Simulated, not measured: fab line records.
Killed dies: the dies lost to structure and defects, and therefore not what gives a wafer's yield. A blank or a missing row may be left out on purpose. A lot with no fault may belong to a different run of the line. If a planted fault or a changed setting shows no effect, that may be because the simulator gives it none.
fab line records | flow n5Finfet
[record] lots = 6 wafers = 18 lastDay = 18
route steps=1938 shown MOL_CONTACT_COAG@526 BEOL_M4@1111 PASSIVATION@1936
lots that met no fault: taken from a fault-free run of the same line
startH: start of the lot's first displayed wafer, in hours after the record's first day | waitH: hours from the lot's prior step to this one | " the same as in the row above | L1.1+2: one row covering several wafers at once | - either no value or no given start | * or withheld: withheld | < > ~ a bound
route shown NAME@n: a module of which the file shows steps, and the number in the route of the first | usual: the fault-free wafers' mean and standard deviation | same: alike in all rows | chamber/n: place in a boat | sites: per-site readings | _std_site: standard deviation across them | _edge_site: outer sites' mean less inner sites' | radiusMm: for every site, how far away it sits from the centre of the wafer | mask NAME#n: copy n | behind: the last tool/chamber to shape the wafer | hold: the reason the lot was held/the length of the hold in hours/how it ended | device: which transistor (n, p or np) failed to switch | end of line: tests run on the same wafers once the route is complete | a step given without rows: its recipe and nothing more | killed: the dies lost at the first sort to structure and to defects; this is not the yield of the wafer | map: dies across one wafer; x = killed, . = not, _ = none there
set.NAME: the setting as run; set.NAME@STEP: as run at that earlier step | model.NAME: the simulator's own value behind a step, which no gauge read
lots at selected steps of the route; one table per step, one row per wafer
services: a tool's chamber out of use, with start hour (startH, from the record's first day; less than 0 if before it), hours out, and reason
[[steps]]
[step N5_MOL_CONTACT_COAG_CD_MEAS_08]
[recipe] targetCdNm = 28 landingEnergyEv = 500 detector = seInlens polarity = opening
[usual] cdNm = 28.12/0.26
// columns lot.wafer tool chamber startH waitH cdNm
L322.2 cdSem-02 0 103.54 - 27.89
L322.3 " 0 " " 28.43
L322.5 " 0 " " 27.90
L325.2 cdSem-03 0 119.64 - 27.91
L325.3 " 0 " " 27.72
L325.5 " 0 " " 27.95
L331.4 cdSem-03 0 157.09 - 28.41
L331.5 " 0 " " 28.61
L331.6 " 0 " " 28.32
L336.2 cdSem-03 0 189.41 - 28.21
L336.4 " 0 " " 27.91
L336.5 " 0 " " 27.30
L340.1 cdSem-02 0 209.06 - 28.41
L340.2 " 0 " " 27.93
L340.5 " 0 " " 27.68
L343.3 cdSem-02 0 230.08 - 28.40
L343.4 " 0 " " 28.41
L343.6 " 0 " " 28.31
[step N5_MOL_CONTACT_COAG_OVL_MEAS_09]
[recipe] pointsPerWafer = 522
[usual] CA_OVL = 0.0/0.75
// columns lot.wafer tool chamber startH waitH CA_OVL[nm]
L322.2 overlay-01 0 103.58 0.0 -0.5
L322.3 " 0 " " 0.3
L322.5 " 0 " " 0.0
L325.2 overlay-02 0 119.68 0.0 0.9
L325.3 " 0 " " 0.9
L325.5 " 0 " " 0.2
L331.4 overlay-02 0 157.14 0.0 -1.2
L331.5 " 0 " " -0.4
L331.6 " 0 " " -1.1
L336.2 overlay-02 0 189.44 0.0 -0.7
L336.4 " 0 " " 0.0
L336.5 " 0 " " 0.0
L340.1 overlay-02 0 209.09 0.0 0.4
L340.2 " 0 " " 0.8
L340.5 " 0 " " 0.3
L343.3 overlay-02 0 230.12 0.0 -0.2
L343.4 " 0 " " -0.4
L343.6 " 0 " " -0.7
[step N5_MOL_CONTACT_COAG_INSPECT_10]
[recipe] mode = adi inspectInstrument = brightfield
[usual] rawDefectCount = 75/26
// columns lot.wafer tool chamber startH waitH rawDefectCount
L322.2 defectInspect-01 - 103.63 0.0 97
L322.3 " - " " 66
L322.5 " - " " 122
L325.2 defectInspect-01 - 119.73 0.0 82
L325.3 " - " " 50
L325.5 " - " " 81
L331.4 defectInspect-01 - 157.18 0.0 40
L331.5 " - " " 60
L331.6 " - " " 59
L336.2 defectInspect-02 - 189.49 0.0 77
L336.4 " - " " 85
L336.5 " - " " 96
L340.1 defectInspect-02 - 209.15 0.1 50
L340.2 " - " " 50
L340.5 " - " " 39
L343.3 defectInspect-02 - 230.17 0.0 52
L343.4 " - " " 35
L343.6 " - " " 33
[step N5_MOL_CONTACT_COAG_DESCUM_13]
[recipe] chemistry = O2 timeS = 7 sourcePowerW = 50 biasPowerW = 20 pressureMtorr = 20 rfFrequencyHz = 2.712e+07 tempC = 40 resist = CAR-EUV o2FlowSccm = 225
[usual] drypumpMotorCurrentA = 5.8/0.48 oesProductAu = 0.77/0.08 rfVppV = 243.0/1.2 showerheadPlenumPTorr = 2.10/0.067 throttleValvePct = 20.56/0.27
[same] timeS = 7
// columns lot.wafer tool chamber startH waitH drypumpMotorCurrentA oesProductAu rfHoursCounterH rfVppV showerheadPlenumPTorr throttleValvePct
L322.2 rieDiel-02 2 103.66 0.0 5.7 0.84 72 242.7 2.13 20.45
L322.3 " 3 " " 5.9 0.99 3 240.9 2.07 20.45
L322.5 " 0 " " 5.3 0.77 - 244.0 2.09 20.78
L325.2 rieDiel-05 3 119.89 0.2 5.6 0.69 211 245.6 2.16 20.31
L325.3 " 0 " " 6.4 0.77 143 241.5 2.02 20.45
L325.5 " 3 " " 5.6 0.69 - 243.8 2.16 20.31
L331.4 rieDiel-01 0 157.51 0.3 6.3 0.68 233 240.9 1.98 20.89
L331.5 " 0 " " 6.3 0.67 - 241.1 1.98 20.88
L331.6 " 3 " " 5.7 0.76 - 243.9 2.08 20.44
L336.2 rieDiel-02 3 189.53 0.0 5.9 0.89 33 242.0 2.06 20.51
L336.4 " 1 " " 5.9 0.75 142 241.6 2.00 20.35
L336.5 " 0 " " 5.3 0.74 - 243.5 2.08 20.85
L340.1 rieDiel-02 1 209.51 0.4 5.9 0.75 149 242.1 2.00 20.37
L340.2 " 3 " " 5.9 0.89 40 243.3 2.06 20.51
L340.5 " 1 " " 5.9 0.74 - 241.6 2.00 20.38
L343.3 rieDiel-05 3 230.22 0.1 5.6 0.68 246 243.7 2.14 20.36
L343.4 " 0 " " 6.4 0.75 179 242.1 2.01 20.52
L343.6 " 1 " " 4.8 0.68 - 244.1 2.17 21.00
[step N5_MOL_CONTACT_COAG_ETCH_59]
[recipe] chemistry = N2/H2 target = underlayer targetDepthA = 130 maskMaterial = CAR-EUV timeS = 10.4 ionEnergyEv = 200 pressureMtorr = 30 sourceW = 840 biasW = 150 n2FlowSccm = 200 h2FlowSccm = 200 ends = cleared
[usual] drypumpMotorCurrentA = 5.8/0.47 etchRfOnTimeS = 10.5/0.32 oesProductAu = 0.65/0.069 rfVppV = 523.8/2.3 showerheadPlenumPTorr = 2.55/0.072 throttleValvePct = 18.00/0.26
// columns lot.wafer tool chamber startH waitH drypumpMotorCurrentA etchRfOnTimeS oesProductAu rfHoursCounterH rfVppV showerheadPlenumPTorr throttleValvePct
L322.2 rieDiel-02 2 103.70 0.0 5.7 10.8 0.69 72 525.2 2.59 17.89
L322.3 " 3 " " 5.9 10.2 0.84 3 523.4 2.51 17.93
L322.5 " 0 " " 5.3 10.2 0.65 - 522.6 2.55 18.35
L325.2 rieDiel-05 3 119.92 0.0 5.6 10.9 0.59 211 526.7 2.62 17.77
L325.3 " 0 " " 6.4 11.0 0.65 143 520.1 2.46 17.92
L325.5 " 3 " " 5.6 10.9 0.58 - 525.5 2.62 17.76
L331.4 rieDiel-01 0 157.54 0.0 6.3 10.5 0.59 233 519.5 2.41 18.27
L331.5 " 0 " " 6.3 10.5 0.58 - 520.2 2.41 18.27
L331.6 " 3 " " 5.7 10.4 0.65 - 522.4 2.54 17.91
L336.2 rieDiel-02 3 189.56 0.0 5.9 10.4 0.76 33 519.6 2.50 18.00
L336.4 " 1 " " 5.8 10.7 0.62 142 520.7 2.47 18.10
L336.5 " 0 " " 5.3 10.3 0.62 - 524.1 2.54 18.40
L340.1 rieDiel-02 1 209.55 0.0 5.9 10.7 0.61 149 522.0 2.47 18.11
L340.2 " 3 " " 5.9 10.3 0.76 40 520.7 2.50 17.97
L340.5 " 1 " " 5.9 10.8 0.62 - 521.6 2.47 18.11
L343.3 rieDiel-05 3 230.26 0.0 5.6 10.8 0.57 246 526.3 2.61 17.81
L343.4 " 0 " " 6.4 11.2 0.61 179 520.9 2.44 17.98
L343.6 " 1 " " 4.8 10.9 0.57 - 526.5 2.61 18.37
[step N5_MOL_CONTACT_COAG_ETCH_105]
[recipe] chemistry = CF4 target = SiARC targetDepthA = 156 maskMaterial = CAR-EUV timeS = 26 ionEnergyEv = 80 pressureMtorr = 40 sourceW = 545 biasW = 36 Ar_flow_sccm = 100 cf4FlowSccm = 100 ends = cleared
[usual] drypumpMotorCurrentA = 5.8/0.48 etchRfOnTimeS = 26.3/0.81 oesProductAu = 0.65/0.071 rfVppV = 184.1/1.2 showerheadPlenumPTorr = 2.14/0.058 throttleValvePct = 15.72/0.23
// columns lot.wafer tool chamber startH waitH drypumpMotorCurrentA etchRfOnTimeS oesProductAu rfHoursCounterH rfVppV showerheadPlenumPTorr throttleValvePct
L322.2 rieDiel-02 2 103.72 0.0 5.7 27.1 0.70 72 184.6 2.18 15.68
L322.3 " 3 " " 5.9 25.6 0.84 3 183.9 2.11 15.53
L322.5 " 0 " " 5.3 25.5 0.64 - 183.9 2.14 15.92
L325.2 rieDiel-05 3 119.94 0.0 5.6 27.5 0.58 211 184.7 2.22 15.65
L325.3 " 0 " " 6.4 27.4 0.64 143 183.3 2.09 15.79
L325.5 " 3 " " 5.6 27.5 0.58 - 185.9 2.22 15.66
L331.4 rieDiel-01 0 157.56 0.0 6.3 26.0 0.59 233 183.7 2.04 16.07
L331.5 " 0 " " 6.2 26.0 0.60 - 182.2 2.04 16.08
L331.6 " 3 " " 5.7 26.1 0.65 - 184.4 2.12 15.57
L336.2 rieDiel-02 3 189.58 0.0 5.9 25.6 0.76 33 183.5 2.10 15.59
L336.4 " 1 " " 5.9 27.3 0.62 142 182.1 2.04 15.51
L336.5 " 0 " " 5.3 25.5 0.63 - 183.3 2.13 15.97
L340.1 rieDiel-02 1 209.57 0.0 5.8 26.9 0.62 149 184.9 2.04 15.52
L340.2 " 3 " " 5.9 25.1 0.77 40 182.9 2.10 15.60
L340.5 " 1 " " 5.8 27.1 0.61 - 184.9 2.04 15.52
L343.3 rieDiel-05 3 230.28 0.0 5.7 27.1 0.57 246 184.5 2.20 15.73
L343.4 " 0 " " 6.4 27.4 0.62 179 184.4 2.08 15.87
L343.6 " 1 " " 4.8 27.2 0.57 - 184.5 2.20 16.03
[step N5_MOL_CONTACT_COAG_ETCH_106]
[recipe] chemistry = N2/H2 target = SOC targetDepthA = 800 overetchA = 160 maskMaterial = SiARC tempC = 40 timeS = 120 ionEnergyEv = 200 pressureMtorr = 30 sourceW = 840 biasW = 150 n2FlowSccm = 200 h2FlowSccm = 200
[step N5_MOL_CONTACT_COAG_STRIP_107]
[recipe] chemistry = N2/H2 tempC = 40 n2FlowSccm = 200 h2FlowSccm = 200 rfFrequencyHz = 6e+07
[step N5_MOL_CONTACT_COAG_STRIP_108]
[recipe] chemistry = N2/H2 tempC = 40 n2FlowSccm = 200 h2FlowSccm = 200 rfFrequencyHz = 6e+07
[step N5_MOL_CONTACT_COAG_CONTACT_ETCH_14]
[recipe] chemistry = C4F6/O2 target = SiO2 targetDepthA = 275 overetchA = 85 maskMaterial = SOC pressureMtorr = 30 sourceW = 370 biasW = 185 Ar_flow_sccm = 300 C4F6_flow_sccm = 16 O2_flow_sccm = 10 timeS = 20 ionEnergyEv = 259.6
[usual] O2_flow_sccm = 9.998/0.028 drypumpMotorCurrentA = 5.8/0.48 oesProductAu = 0.65/0.065 rfVppV = 692.6/2.7 showerheadPlenumPTorr = 2.88/0.082 throttleValvePct = 21.38/0.26
[same] timeS = 20
// columns lot.wafer tool chamber startH waitH O2_flow_sccm drypumpMotorCurrentA oesProductAu rfHoursCounterH rfVppV showerheadPlenumPTorr throttleValvePct
L322.2 rieDiel-02 2 103.85 0.0 10.005 5.8 0.72 72 695.5 2.94 21.38
L322.3 " 3 " " 9.967 5.9 0.83 3 690.6 2.83 21.21
L322.5 " 0 " " 9.990 5.3 0.64 - 692.3 2.87 21.58
L325.2 rieDiel-05 3 120.07 0.0 9.988 5.6 0.60 211 693.9 2.97 21.21
L325.3 " 0 " " 10.030 6.4 0.66 143 689.5 2.80 21.40
L325.5 " 3 " " 9.947 5.6 0.61 - 695.1 2.97 21.21
L331.4 rieDiel-01 0 157.69 0.0 10.012 6.2 0.59 233 688.4 2.76 21.81
L331.5 " 0 " " 10.008 6.3 0.58 - 688.7 2.76 21.80
L331.6 " 3 " " 9.988 5.7 0.65 - 690.9 2.86 21.24
L336.2 rieDiel-02 3 189.71 0.0 10.003 5.9 0.76 33 690.2 2.81 21.24
L336.4 " 1 " " 10.012 5.9 0.63 142 689.2 2.75 21.14
L336.5 " 0 " " 9.981 5.3 0.62 - 692.4 2.86 21.62
L340.1 rieDiel-02 1 209.70 0.0 9.973 5.9 0.63 149 688.3 2.75 21.17
L340.2 " 3 " " 9.998 5.9 0.74 40 691.8 2.81 21.28
L340.5 " 1 " " 9.980 5.9 0.63 - 690.0 2.75 21.16
L343.3 rieDiel-05 3 230.41 0.0 10.022 5.6 0.59 246 694.4 2.96 21.26
L343.4 " 0 " " 10.040 6.3 0.64 179 688.2 2.78 21.44
L343.6 " 1 " " 9.986 4.7 0.59 - 694.4 2.98 21.84
[step N5_MOL_CONTACT_COAG_STRIP_109]
[recipe] chemistry = C4F6/O2 resist = SiARC rfFrequencyHz = 6e+07
[step N5_MOL_CONTACT_COAG_ETCH_15]
[recipe] chemistry = CH3F/O2 target = SiNx targetDepthA = 70 maskMaterial = SOC stopOn = Si:P overEtchFrac = 0.75 ionEnergyEv = 120 pressureMtorr = 30 sourceW = 395 biasW = 73 Ar_flow_sccm = 150 CH3F_flow_sccm = 30 O2_flow_sccm = 20
[usual] O2_flow_sccm = 20.00/0.063 drypumpMotorCurrentA = 5.8/0.48 oesProductAu = 0.56/0.056 rfVppV = 297/9.6 showerheadPlenumPTorr = 2.00/0.059 throttleValvePct = 16.44/0.24
// columns lot.wafer tool chamber startH waitH O2_flow_sccm drypumpMotorCurrentA oesProductAu rfHoursCounterH rfVppV showerheadPlenumPTorr throttleValvePct
L322.2 rieDiel-02 2 103.88 0.0 19.93 5.7 0.61 72 307 2.04 16.38
L322.3 " 3 " " 20.12 5.9 0.72 3 293 1.96 16.22
L322.5 " 0 " " 20.09 5.3 0.55 - 280 1.99 16.60
L325.2 rieDiel-05 3 120.11 0.0 19.99 5.6 0.52 211 305 2.06 16.33
L325.3 " 0 " " 19.94 6.4 0.57 143 288 1.94 16.43
L325.5 " 3 " " 19.92 5.6 0.52 - 302 2.06 16.28
L331.4 rieDiel-01 0 157.73 0.0 20.03 6.3 0.51 233 278 1.91 16.86
L331.5 " 0 " " 20.11 6.3 0.51 - 278 1.91 16.88
L331.6 " 3 " " 19.98 5.7 0.55 - 296 1.99 16.33
L336.2 rieDiel-02 3 189.75 0.0 20.07 5.9 0.66 33 293 1.95 16.26
L336.4 " 1 " " 20.11 5.8 0.55 142 307 1.91 16.27
L336.5 " 0 " " 20.02 5.3 0.53 - 283 1.98 16.67
L340.1 rieDiel-02 1 209.73 0.0 20.01 5.8 0.54 149 306 1.91 16.29
L340.2 " 3 " " 20.04 5.9 0.65 40 292 1.95 16.29
L340.5 " 1 " " 19.93 5.9 0.54 - 308 1.91 16.28
L343.3 rieDiel-05 3 230.44 0.0 20.14 5.6 0.50 246 303 2.05 16.37
L343.4 " 0 " " 20.08 6.4 0.55 179 289 1.93 16.51
L343.6 " 1 " " 19.85 4.8 0.51 - 302 2.07 16.85
[step N5_MOL_CONTACT_COAG_ETCH_110]
[recipe] chemistry = CF4/O2 target = Si targetDepthA = 25 timeS = 8 pressureMtorr = 100 sourceW = 200 biasW = 12 ionEnergyEv = 60 Ar_flow_sccm = 100 cf4FlowSccm = 100 O2_flow_sccm = 10
[usual] O2_flow_sccm = 10.00/0.031 drypumpMotorCurrentA = 5.8/0.48 oesProductAu = 0.76/0.084 rfVppV = 128/4.4 showerheadPlenumPTorr = 2.22/0.06 throttleValvePct = 10.87/0.24
[same] timeS = 8
// columns lot.wafer tool chamber startH waitH O2_flow_sccm drypumpMotorCurrentA oesProductAu rfHoursCounterH rfVppV showerheadPlenumPTorr throttleValvePct model.etch.depthNm model.SiGe-B_of_SD_EPI_P_EPI_21.thkNm model.SOC_of_MOL_CONTACT_COAG_COAT_103.thkNm
L322.2 rieDiel-02 2 103.94 0.0 10.06 5.8 0.82 72 133 2.27 10.73 2.439 58.2 73.8
L322.3 " 3 " " 10.02 5.9 1.00 3 125 2.19 10.53 2.596 58.2 74
L322.5 " 0 " " 9.97 5.3 0.76 - 121 2.23 11.04 2.562 57.4 73.8
L325.2 rieDiel-05 3 120.17 0.0 9.96 5.6 0.68 211 129 2.30 10.90 2.356 57 74.2
L325.3 " 0 " " 10.01 6.4 0.75 143 126 2.17 10.91 2.378 57.8 74.2
L325.5 " 3 " " 9.98 5.6 0.68 - 131 2.30 10.89 2.356 57.4 74.2
L331.4 rieDiel-01 0 157.79 0.0 10.00 6.3 0.69 233 119 2.12 11.25 2.503 57.4 73.4
L331.5 " 0 " " 9.97 6.3 0.69 - 119 2.12 11.25 2.472 58 73.6
L331.6 " 3 " " 10.00 5.7 0.76 - 127 2.21 10.75 2.503 58.8 73.6
L336.2 rieDiel-02 3 189.81 0.0 9.93 5.9 1.13 33 125 2.18 10.62 3.55 57.4 73.2
L336.4 " 1 " " 10.05 5.8 0.72 142 131 2.12 10.67 2.4 58.2 73.6
L336.5 " 0 " " 10.01 5.3 0.73 - 121 2.22 11.12 2.517 58.6 73.4
L340.1 rieDiel-02 1 209.79 0.0 10.05 5.8 0.90 149 132 2.12 10.71 3.383 57.2 73.2
L340.2 " 3 " " 9.96 5.9 1.12 40 126 2.18 10.66 3.593 57.4 73
L340.5 " 1 " " 10.04 5.8 0.72 - 131 2.12 10.70 2.392 58.4 73.6
L343.3 rieDiel-05 3 230.50 0.0 10.01 5.6 0.66 246 130 2.29 10.99 2.389 58.4 74.2
L343.4 " 0 " " 9.99 6.4 0.72 179 124 2.16 11.01 2.36 58.6 74.2
L343.6 " 1 " " 10.04 4.7 0.67 - 130 2.28 11.20 2.415 58.6 74.2
[step N5_MOL_CONTACT_COAG_STRIP_98]
[recipe] chemistry = N2/H2 powerW = 500 tempC = 40 pressureMtorr = 50 rfFrequencyHz = 6e+07 overashFraction = 0.3 biasPowerW = 8 h2Frac = 0.5 n2FlowSccm = 300 h2FlowSccm = 300
[step N5_BEOL_M4_RC_MEAS_101]
[usual] DIBL_N = 36.0/2.5 DIBL_P = 36.2/3 IOFF_N = 0.16/0.044 IOFF_P = 0.21/0.049 ION_N = 671/15 ION_P = 461/8.7 SS_N = 71.5/0.72 SS_P = 73.4/0.9 VT_N = 251/4.4 VT_P = -250/4
// columns lot.wafer tool chamber startH waitH DIBL_N[mV/V] DIBL_P[mV/V] IOFF_N[nA/um] IOFF_P[nA/um] ION_N[uA/um] ION_P[uA/um] SS_N[mV/dec] SS_P[mV/dec] VT_N[mV] VT_P[mV]
L322.2 prober-01 0 190.01 0.9 40.4 40.7 0.26 0.32 694 474 73.0 75.0 243 -246
L322.3 " 0 " " 35.1 33.9 0.15 0.18 668 455 71.6 73.3 249 -250
L322.5 " 0 " " 36.7 36.1 0.18 0.23 676 466 72.2 73.5 249 -245
L325.2 prober-02 0 215.42 0.2 37.3 37.8 0.17 0.23 682 467 71.5 73.6 248 -250
L325.3 " 0 " " 35.3 35.8 0.13 0.19 675 467 71.4 73.0 250 -253
L325.5 " 0 " " 38.8 38.8 0.21 0.24 697 474 72.1 74.2 245 -247
L331.4 prober-02 0 252.35 0.5 35.2 34.6 0.13 0.18 665 453 71.1 72.8 252 -253
L331.5 " 0 " " 34.5 33.7 0.12 0.16 666 456 71.1 71.6 255 -253
L331.6 " 0 " " 35.7 34.2 0.14 0.16 659 451 71.3 72.6 253 -256
L336.2 prober-02 0 271.16 0.2 38.9 40.5 0.23 0.28 702 475 72.3 73.8 245 -247
L336.4 " 0 " " 35.1 34.5 0.15 0.18 678 458 71.1 72.5 249 -253
L336.5 " 0 " " 36.7 37.4 0.17 0.22 692 468 72.2 73.7 250 -252
L340.1 prober-02 0 306.64 0.0 35.1 34.5 0.13 0.18 657 454 72.0 72.7 254 -252
L340.2 " 0 " " 28.9 28.0 0.06 0.11 632 443 70.0 70.5 261 -257
L340.5 " 0 " " 31.9 31.1 0.09 0.14 642 453 70.7 72.2 257 -252
L343.3 prober-02 0 319.01 0.3 30.4 29.3 0.07 0.10 638 438 70.0 71.8 261 -263
L343.4 " 0 " " 35.3 35.9 0.12 0.18 662 456 71.2 73.4 256 -255
L343.6 " 0 " " 33.7 33.6 0.11 0.14 660 453 71.0 73.0 256 -258
[step N5_PASSIVATION_PROBE_49]
[usual] defectLimitedYield = 91.7/1.4 killed_at_M0_to_M3 = 31/11 killed_at_M4_up = 13/4.6 killedAtContacts = 13/6.7 killedAtFrontEnd = 39/9.6 killedAtOther = 3.5/2.8 killedDies = 98/16 killedOpen = 64/11 killedShort = 33/8.5 sort_bin_4_leakage = 0.00/0.032 sort_bin_5_function = 4.9/0.96 sort_bin_6_memory = 3.1/0.59 sort_bin_8_speed = 0.2/1.3 sortNPass = 1080/23
[same] grossDies = 1180 killedAtBackSide = 0
// columns lot.wafer tool chamber startH waitH defectLimitedYield[%] killed_at_M0_to_M3 killed_at_M4_up killedAtContacts killedAtFrontEnd killedAtOther killedDies killedOpen killedShort sort_bin_4_leakage[%] sort_bin_5_function[%] sort_bin_6_memory[%] sort_bin_8_speed[%] sortNPass
L322.2 prober-01 - 294.78 0.1 90.3 27 12 22 54 0 115 72 41 0 5.9 3.2 0 1065
L322.3 prober-01 - 294.83 0.1 90.3 25 19 23 45 2 114 75 38 0 5.7 3.6 0 1066
L322.5 prober-01 - 294.93 0.2 89.9 21 13 36 44 5 119 70 49 0 6.4 3.3 0 1061
// killed by level:class
L322.2 MOL_CONTACT_COAG:geometricParticle:open=18 GATE_CUT:geometricParticle:short=17 FIN_SAQP:geometricParticle:short=10 GATE_CUT:geometricParticle:open=10 FIN_SAQP:geometricParticle:open=7 BEOL_M0:geometricParticle:open=7 BEOL_M1:geometricParticle:open=7 BEOL_M4:geometricParticle:open=7
L322.3 MOL_CONTACT_COAG:geometricParticle:open=18 GATE_CUT:geometricParticle:short=9 BEOL_M1:geometricParticle:open=9 BEOL_M4:geometricParticle:open=6 FIN_SAQP:geometricParticle:short=5 DUMMY_GATE:geometricParticle:open=5 GATE_CUT:geometricParticle:open=5 STI_FIN_REVEAL:geometricParticle:open=4
L322.5 MOL_CONTACT_COAG:geometricParticle:open=26 FIN_SAQP:geometricParticle:short=11 MOL_CONTACT_COAG:geometricParticle:short=10 FIN_SAQP:geometricParticle:open=9 GATE_CUT:geometricParticle:open=8 BEOL_M1:geometricParticle:open=5 GATE_CUT:geometricParticle:short=4 BEOL_M1:geometricParticle:short=4
[[services]]
// columns tool chamber startH hours kind
rieDiel-05 3 132.65 7.5 repair
rieDiel-01 1 135.00 12.9 repair
rieDiel-01 1 177.02 - clean
rieDiel-01 1 177.02 - consumableReplace:esc
rieDiel-01 1 177.02 - consumableReplace:focusRing
rieDiel-01 1 177.02 20.8 scheduledDown
rieDiel-01 1 177.02 20.8 ventCycle
rieDiel-02 - 195.71 3.6 repair
rieDiel-01 0 199.26 - clean
rieDiel-01 0 199.26 - consumableReplace:focusRing
rieDiel-01 0 199.26 - consumableReplace:showerhead
rieDiel-01 0 199.26 18.1 scheduledDown
rieDiel-01 0 199.26 18.1 ventCycle
rieDiel-05 0 203.48 8.1 repair
rieDiel-02 2 205.00 27.5 repair
rieDiel-02 0 226.35 10.5 repair
[[key]]
[firstSign] step = N5_MOL_CONTACT_COAG_ETCH_110 reading = oesProductAu direction = up sigmas = 3.5 usual = 0.76 struck = 1.05
effect none on later readings
[modelEffect] step = N5_MOL_CONTACT_COAG_ETCH_110 value = etch.depthNm without = 2.505 struck = 3.508
metAt N5_MOL_CONTACT_COAG_ETCH_110
struckWafers L336.2,L340.1,L340.2
onsetBetween 103.94 189.81
[fault] kind = processParameterDrift tool = rieDiel-02 chamber = - onsetH = 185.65 steps = N5_MOL_CONTACT_COAG_ETCH_110 channel = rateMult offset = 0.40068 shape = step endH = 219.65 scope = struckWafersOnly
